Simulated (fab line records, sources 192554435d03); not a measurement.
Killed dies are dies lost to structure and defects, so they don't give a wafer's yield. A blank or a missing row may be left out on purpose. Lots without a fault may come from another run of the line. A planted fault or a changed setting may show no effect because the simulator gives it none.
fab line records | flow n5_finfet
record lots=6 wafers=18 last_day=18
route steps=1938 shown WELL_APT@29
lots that met no fault: from a run of the same line without faults
start_h: hours from the record's first day to the start of the lot's first wafer shown | wait_h: hours since the lot's step before | " the same as in the row above | L1.1+2: a row that stands for several wafers | - no value, or no start given | * or withheld: withheld | < > ~ a bound
route shown NAME@n: a module of which the file shows steps, and the number in the route of the first | usual: mean/standard deviation of fault-free wafers | same: alike in all rows | chamber/n: place in a boat | sites: the reading at each site | _std_site: their standard deviation | _edge_site: outer sites' mean less inner sites' | radius_mm: how far each site lies from the wafer's centre | mask NAME#n: copy n | behind: the tool/chamber that last shaped the wafer | hold: why the lot was held/for how many hours/how that ended | device: the transistor (n, p or np) that didn't switch | end of line: the same wafers' tests at the end of the route | a step without rows: its recipe alone | killed: dies lost to structure and defects at the first sort, not the wafer's yield | map: a wafer's dies, x killed, . not, _ none there
set.NAME: the setting as run; set.NAME@STEP: as run at that earlier step | model.NAME: the simulator's own value behind a step, which no gauge read
lots at some steps of the route; a table a step, a row a wafer
services: from which hour (start_h, from the record's first day; less than 0 if before it) a tool's chamber was out of use, for how many hours, and why
## steps
# step N5_WELL_APT_OVL_MEAS_09
# recipe points_per_wafer=44
# usual NWELL_OVL=-6/8.4
# columns lot.wafer tool chamber start_h wait_h NWELL_OVL[nm]
L283.2 overlay-02 0 37.60 0.0 -10
L283.4 " 0 " " -3
L283.6 " 0 " " -7
L289.1 overlay-02 0 74.05 0.0 -14
L289.3 " 0 " " -12
L289.6 " 0 " " -21
L290.2 overlay-01 0 79.71 0.0 -20
L290.4 " 0 " " -11
L290.5 " 0 " " -12
L299.1 overlay-02 0 135.47 0.0 -18
L299.2 " 0 " " -13
L299.6 " 0 " " -16
L300.2 overlay-02 0 139.93 0.0 7
L300.3 " 0 " " -4
L300.5 " 0 " " 1
L301.1 overlay-02 0 146.02 0.0 -4
L301.5 " 0 " " -10
L301.6 " 0 " " 0
# step N5_WELL_APT_INSPECT_10
# recipe mode=adi inspect_instrument=macro
# usual raw_defect_count=1.9/1.3
# columns lot.wafer tool chamber start_h wait_h raw_defect_count
L283.2 defect_inspect-01 - 37.62 0.0 2
L283.4 " - " " 2
L283.6 " - " " 4
L289.1 defect_inspect-01 - 74.08 0.0 0
L289.3 " - " " 2
L289.6 " - " " 2
L290.2 defect_inspect-01 - 79.74 0.0 3
L290.4 " - " " 2
L290.5 " - " " 0
L299.1 defect_inspect-01 - 135.50 0.0 2
L299.2 " - " " 3
L299.6 " - " " 2
L300.2 defect_inspect-01 - 139.95 0.0 5
L300.3 " - " " 2
L300.5 " - " " 3
L301.1 defect_inspect-02 - 146.05 0.0 0
L301.5 " - " " 2
L301.6 " - " " 2
# step N5_WELL_APT_DESCUM_13
# recipe chemistry=O2 time_s=7.9 source_power_w=50 bias_power_w=20 pressure_mtorr=20 rf_frequency_hz=2.712e+07 temp_c=40 o2_flow_sccm=225
# usual drypump_motor_current_A=5.5/0.4 oes_product_au=0.77/0.086 rf_vpp_V=243.1/1.7 showerhead_plenum_p_Torr=2.09/0.099 throttle_valve_pct=20.54/0.3
# columns lot.wafer tool chamber start_h wait_h drypump_motor_current_A oes_product_au rf_hours_counter_h rf_vpp_V showerhead_plenum_p_Torr throttle_valve_pct
L283.2 rie_diel-01 1 37.67 0.0 5.1 0.72 170 245.0 2.18 20.78
L283.4 " 3 " " 5.6 0.83 - 243.7 2.14 20.18
L283.6 " 1 " " 5.0 0.71 - 243.7 2.18 20.77
L289.1 rie_diel-03 1 74.14 0.1 5.0 0.70 225 241.9 1.96 20.44
L289.3 " 2 " " 6.0 0.96 4 246.1 2.24 20.14
L289.6 " 0 " " 5.5 0.76 - 241.9 1.99 20.79
L290.2 rie_diel-01 1 79.80 0.1 5.1 0.71 184 244.9 2.17 20.78
L290.4 " 0 " " 5.8 0.68 224 245.1 2.16 20.86
L290.5 " 3 " " 5.6 0.82 - 242.7 2.13 20.21
L299.1 rie_diel-03 3 135.53 0.0 5.4 0.81 70 246.0 2.21 20.37
L299.2 " 2 " " 6.0 0.92 22 245.4 2.23 20.15
L299.6 " 1 " " 5.0 0.69 - 241.9 1.95 20.45
L300.2 rie_diel-03 3 139.99 0.0 5.4 0.81 72 245.0 2.21 20.39
L300.3 " 1 " " 5.0 0.68 244 241.7 1.95 20.44
L300.5 " 1 " " 5.0 0.69 - 240.8 1.95 20.44
L301.1 rie_diel-03 0 146.19 0.1 5.5 0.74 171 241.4 1.99 20.83
L301.5 " 2 " " 6.0 0.90 - 245.9 2.23 20.18
L301.6 " 3 " " 5.4 0.80 - 244.2 2.21 20.37
# step N5_WELL_APT_IMPLANT_14
# recipe species=P energy_kev=160 dose_cm2=1.5e+13 tilt_deg=0 rotation_deg=0
# step N5_WELL_APT_IMPLANT_15
# recipe species=As energy_kev=25 dose_cm2=1.5e+13 tilt_deg=0 rotation_deg=0
# step N5_WELL_APT_STRIP_16
# recipe chemistry=SPM time_s=900 temp_c=130 h2so4_h2o2_vol_ratio=4 dry=ipa_marangoni
# step N5_WELL_APT_HMDS_18
# recipe time_s=60 temp_c=120
# step N5_WELL_APT_COAT_19
# recipe spin_rpm=1357 resist_thk_nm=950
# step N5_WELL_APT_EBR_21
# recipe solvent=PGMEA ebr_width_mm=1.5
# step N5_WELL_APT_SOFTBAKE_20
# recipe temp_c=130 time_s=60
# step N5_WELL_APT_EXPOSE_22
# recipe mask_id=PWELL na=0.8 source_shape=conventional sigma_outer=0.8 polarization=unpolarized defocus_nm=0 target_cd_nm=200 dose_mj=23.2
# step N5_WELL_APT_PEB_23
# recipe peb_temp_c=130 peb_time_s=90
# step N5_WELL_APT_DEVELOP_24
# recipe develop_time_s=45 rinse_liquid=surfactant_rinse dry=air_spin dev_temp_c=21
# usual chill_plate_temp_C=22.99/0.1 develop_time_s=45/0
# columns lot.wafer tool chamber start_h wait_h chill_plate_temp_C develop_time_s model.coat_of_WELL_APT_COAT_19.thk_nm
L283.2 litho_track-05 0 38.76 - 22.93 45 935.6
L283.4 " 0 " " 22.95 45 935.9
L283.6 " 0 " " 22.94 45 940.2
L289.1 litho_track-01 - 75.06 - - - 950.6
L289.3 " - " " - - 948.8
L289.6 " - " " - - 949.9
L290.2 litho_track-05 - 80.87 - - - 947.4
L290.4 " - " " - - 947.3
L290.5 " - " " - - 949.8
L299.1 litho_track-04 0 136.58 - 23.00 45 941.1
L299.2 " 0 " " 22.87 45 941.1
L299.6 " 0 " " 23.00 45 941.9
L300.2 litho_track-01 0 140.91 - 22.97 45 937.3
L300.3 " 0 " " 22.75 45 935.3
L300.5 " 0 " " 22.90 45 934.7
L301.1 litho_track-01 0 147.12 - 22.88 45 939.1
L301.5 " 0 " " 22.84 45 938
L301.6 " 0 " " 22.97 45 938.5
# step N5_WELL_APT_HARDBAKE_29
# recipe temp_c=130 time_s=120
# step N5_WELL_APT_CD_MEAS_25
# recipe target_cd_nm=200 landing_energy_ev=500 detector=se_inlens
# usual cd_nm=198.0/2.5
# columns lot.wafer tool chamber start_h wait_h cd_nm
L283.2 cd_sem-03 0 38.87 - 201.8
L283.4 " 0 " " 197.6
L283.6 " 0 " " 196.9
L289.1 cd_sem-03 0 75.17 - -
L289.3 " 0 " " -
L289.6 " 0 " " -
L290.2 cd_sem-02 0 80.98 - -
L290.4 " 0 " " -
L290.5 " 0 " " -
L299.1 cd_sem-01 0 136.69 - 200.1
L299.2 " 0 " " 200.8
L299.6 " 0 " " 196.5
L300.2 cd_sem-01 0 141.02 - 200.8
L300.3 " 0 " " 198.5
L300.5 " 0 " " 201.9
L301.1 cd_sem-02 0 147.23 - 199.0
L301.5 " 0 " " 201.2
L301.6 " 0 " " 196.3
# step N5_WELL_APT_OVL_MEAS_26
# recipe points_per_wafer=44
# usual PWELL_OVL=0/5
# columns lot.wafer tool chamber start_h wait_h PWELL_OVL[nm]
L283.2 overlay-02 0 38.90 0.0 -3
L283.4 " 0 " " -1
L283.6 " 0 " " -5
L289.1 overlay-02 0 75.20 0.0 -
L289.3 " 0 " " -
L289.6 " 0 " " -
L290.2 overlay-02 0 81.01 0.0 -
L290.4 " 0 " " -
L290.5 " 0 " " -
L299.1 overlay-01 0 136.72 0.0 -2
L299.2 " 0 " " 2
L299.6 " 0 " " -3
L300.2 overlay-01 0 141.05 0.0 -3
L300.3 " 0 " " -13
L300.5 " 0 " " -10
L301.1 overlay-02 0 147.26 0.0 -3
L301.5 " 0 " " -5
L301.6 " 0 " " 0
## services
# columns tool chamber start_h hours kind
rie_diel-01 0 36.21 7.6 repair
rie_diel-01 2 37.04 3.7 repair
rie_diel-01 3 40.19 5.7 repair
rie_diel-03 2 48.02 - clean
rie_diel-03 2 48.02 - consumable_replace:focus_ring
rie_diel-03 2 48.02 - consumable_replace:showerhead
rie_diel-03 2 48.02 15.1 scheduled_down
rie_diel-03 2 48.02 15.1 vent_cycle
rie_diel-01 - 51.33 2.8 pm
rie_diel-03 - 57.49 2.8 pm
rie_diel-01 3 91.95 1.8 repair
litho_track-01 - 97.08 - consumable_replace:filter
rie_diel-03 3 102.94 20.2 repair
rie_diel-03 2 110.03 1.3 repair
rie_diel-03 - 114.49 14.6 pm
rie_diel-01 3 120.80 2.2 repair
rie_diel-01 1 123.00 5.2 repair
litho_track-05 - 136.32 - consumable_replace:filter
rie_diel-01 0 141.30 - clean
rie_diel-01 0 141.30 - consumable_replace:focus_ring
rie_diel-01 0 141.30 18.6 scheduled_down
rie_diel-01 0 141.30 18.6 vent_cycle
## key
first_sign step=N5_WELL_APT_DEVELOP_24 reading=tool_record direction=missing
effect step=N5_WELL_APT_CD_MEAS_25 reading=cd_nm direction=missing
effect step=N5_WELL_APT_OVL_MEAS_26 reading=PWELL_OVL direction=missing
model_effect step=N5_WELL_APT_DEVELOP_24 value=coat_of_WELL_APT_COAT_19.thk_nm without=934.8 struck=949
met_at N5_WELL_APT_DEVELOP_24
struck_wafers L289.1,L289.3,L289.6,L290.2,L290.4,L290.5
later_rows_left_out L289.1,L289.3,L289.6,L290.2,L290.4,L290.5
sort_left_out L289.1,L289.3,L289.6,L290.2,L290.4,L290.5
onset_between 38.76 75.06
fault kind=skipped_step_whole tool=litho_track-01,litho_track-05 chamber=- onset_h=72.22 steps=N5_WELL_APT_DEVELOP_24 scope=struck_lots_only
# sort_left_out: the simulated sort isn't trusted on such a fault, so these wafers' sort isn't shown, and their yield isn't known
# later_rows_left_out: the simulator's readings of these wafers behind a module that went badly wrong aren't trusted and aren't shown, but for the sort
